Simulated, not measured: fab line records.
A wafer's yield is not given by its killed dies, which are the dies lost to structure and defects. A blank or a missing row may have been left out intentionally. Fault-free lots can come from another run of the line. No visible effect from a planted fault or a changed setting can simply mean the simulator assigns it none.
Matching of chambers | flow n5-finfet | 4 sister chambers for N5_FIN_SAQP_HM_OPEN_33 on rie-diel-01
The step chemistry CH3F/O2, target SiNx, target depth 49.4 nm, time 70.6 s. 16 wafers are shown with their chamber, then 8 later ones without.

## WAFERS, EACH WITH ITS CHAMBER
wafer  | chamber | rf-vpp-V (V) | drypump-motor-current-A (A) | showerhead-plenum-p-Torr (Torr)
L697.2 | 3       | 294          | 6.2                         | 2.05
L697.4 | 3       | 293          | 6.3                         | 2.05
L697.5 | 2       | 306          | 5.1                         | 1.95
L698.1 | 3       | 292          | 6.2                         | 2.04
L698.4 | 1       | 297          | 5.5                         | 2.07
L698.5 | 2       | 307          | 5.1                         | 1.95
L707.1 | 1       | 297          | 5.4                         | 2.06
L707.3 | 2       | 305          | 5.2                         | 1.94
L707.6 | 1       | 297          | 5.4                         | 2.06
L708.3 | 1       | 297          | 5.5                         | 2.06
L708.4 | 3       | 292          | 6.3                         | 2.04
L708.5 | 2       | 305          | 5.1                         | 1.94
L715.1 | 3       | 292          | 6.2                         | 2.03
L715.3 | 2       | 304          | 5.2                         | 1.94
L715.5 | 3       | 292          | 6.2                         | 2.03
L716.1 | 0       | 289          | 5.3                         | 2.04

SIGNATURES, as means of the wafers listed above
reading                  | chamber 0 | chamber 1 | chamber 2 | chamber 3 | scatter within a chamber
rf-vpp-V                 | 289.00    | 297.00    | 305.40    | 292.50    | 0.851
drypump-motor-current-A  | 5.300     | 5.450     | 5.140     | 6.233     | 0.0543
showerhead-plenum-p-Torr | 2.0400    | 2.0625    | 1.9440    | 2.0400    | 0.00704
Rule: for each reading, subtract the chamber's mean from the wafer's reading, divide by that reading's scatter and square the result; add these up over the readings and take the root, which gives the wafer's distance from the chamber. The wafer belongs to the nearest chamber; if the next one is less than 2 further off, it can't be placed. How the scatter is found: for the shown wafers, subtract from each reading the mean of its chamber, square and add these, divide the total by (wafers less chambers), then take the root.

## WAFERS MISSING THEIR CHAMBER
wafer  | rf-vpp-V (V) | drypump-motor-current-A (A) | showerhead-plenum-p-Torr (Torr)
L716.4 | 295          | 5.4                         | 2.05
L716.5 | 296          | 5.4                         | 2.05
L718.1 | 295          | 5.4                         | 2.05
L718.3 | 287          | 5.3                         | 2.04
L718.4 | 293          | 6.3                         | 2.03
L719.3 | 289          | 5.3                         | 2.04
L719.5 | 291          | 6.2                         | 2.03
L719.6 | 306          | 5.1                         | 1.93

## WHICH CHAMBER EACH ONE RAN IN
wafer  | from the rows above | in truth
L716.4 | 1                   | 1
L716.5 | 1                   | 1
L718.1 | 1                   | 1
L718.3 | 0                   | 0
L718.4 | 3                   | 3
L719.3 | 0                   | 0
L719.5 | 3                   | 3
L719.6 | 2                   | 2
Correct placement for 8 of the 8. Left unplaced by these rows: 0. Number placed wrongly: 0.
